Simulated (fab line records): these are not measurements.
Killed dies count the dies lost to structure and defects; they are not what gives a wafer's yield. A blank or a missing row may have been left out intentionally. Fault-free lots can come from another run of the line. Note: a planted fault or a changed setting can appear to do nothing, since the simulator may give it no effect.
Split-lot trial	flow n5 finfet	route with 1938 steps; 7 lots, 21 wafers read

THE SPLIT
At N5_MOL_CONTACT_COAG_ETCH_67 (etches SOC in N2/H2, target depth 60 nm, overetch 21 nm, time 101.2 s), the setting source w was moved away from the recipe's 840 W on 5 of the 21 wafers read, by -8.6% to +13.0%. All remaining wafers had this setting at the recipe value.

Reading taken at the split's own step.

THE READING
rf vpp V, in V, at N5_MOL_CONTACT_COAG_ETCH_67 (etches SOC in N2/H2, target depth 60 nm, overetch 21 nm, time 101.2 s). A value of 523.9 V with a standard deviation of 2.5 V is what fault-free wafers of this fab line usually give.

wafer	tool, chamber at the split	source w as run, W	against the recipe	rf vpp V, V	against lot-mates on the recipe
L076.1	rie diel-05, 2	840	recipe	527.8	-
L076.2	rie diel-05, 0	840	recipe	525.2	-
L076.3	rie diel-05, 3	782.7	-6.8%	533.7	+7.2
L080.1	rie diel-01, 0	840	recipe	520.3	-
L080.4	rie diel-01, 2	840	recipe	525.9	-
L080.5	rie diel-01, 1	840	recipe	522.6	-
L083.2	rie diel-03, 2	840	recipe	525.0	-
L083.3	rie diel-03, 0	840	recipe	521.3	-
L083.4	rie diel-03, 1	840	recipe	524.1	-
L084.3	rie diel-01, 2	840	recipe	527.6	-
L084.4	rie diel-01, 3	840	recipe	517.7	-
L084.6	rie diel-01, 3	840	recipe	517.1	-
L085.3	rie diel-03, 2	949.4	+13.0%	505.5	-20.1
L085.4	rie diel-03, 0	949.4	+13.0%	502.8	-22.8
L085.6	rie diel-03, 1	840	recipe	525.6	-
L090.1	rie diel-01, 2	840	recipe	524.8	-
L090.3	rie diel-01, 1	840	recipe	523.0	-
L090.4	rie diel-01, 3	840	recipe	516.5	-
L093.1	rie diel-03, 0	767.6	-8.6%	536.4	+11.8
L093.3	rie diel-03, 2	840	recipe	524.6	-
L093.5	rie diel-03, 1	767.6	-8.6%	540.2	+15.6

THE FIT
A straight line over all 21 wafers: rf vpp V changes by -1.55 V for each +1% of source w; r = -0.93; the points scatter about the line by 3.3 V.
The same after taking each lot's own level away (the mean of its wafers on the recipe; 21 wafers): -1.58 V for each +1%; r = -0.95; scatter 2.9 V.
Per that fit: largest source w move, reading shift of 21 V.
The lots' own levels span 520.80 to 526.50 V, that is 2.3 times the standard deviation above.
The two slopes are in agreement: the lot-to-lot level therefore moves the slope only a little.
Check: with one of the wafers moved furthest among these (+13.0%) left out of the fit, the line predicts -21.2 V for it against its lot-mates. Against them it came out at -20.1 V.
Tool readings at the split's step, against how far the setting was moved: rf vpp V r = -0.93.

THESE WAFERS: OTHER SPLITS
These wafers also went through other splits before the reading. Each is held against what the fit with the lots' levels taken away leaves over:
other split on the same wafers	wafers away from the commonest value	r with rf vpp V (lot level and that fit taken away)
N5_MOL_CONTACT_COAG_DESCUM_45 time s	7	-0.02

THE FILE'S OWN FIT
rf vpp V changes by -1.54 V for each +1% of source w, r = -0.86.
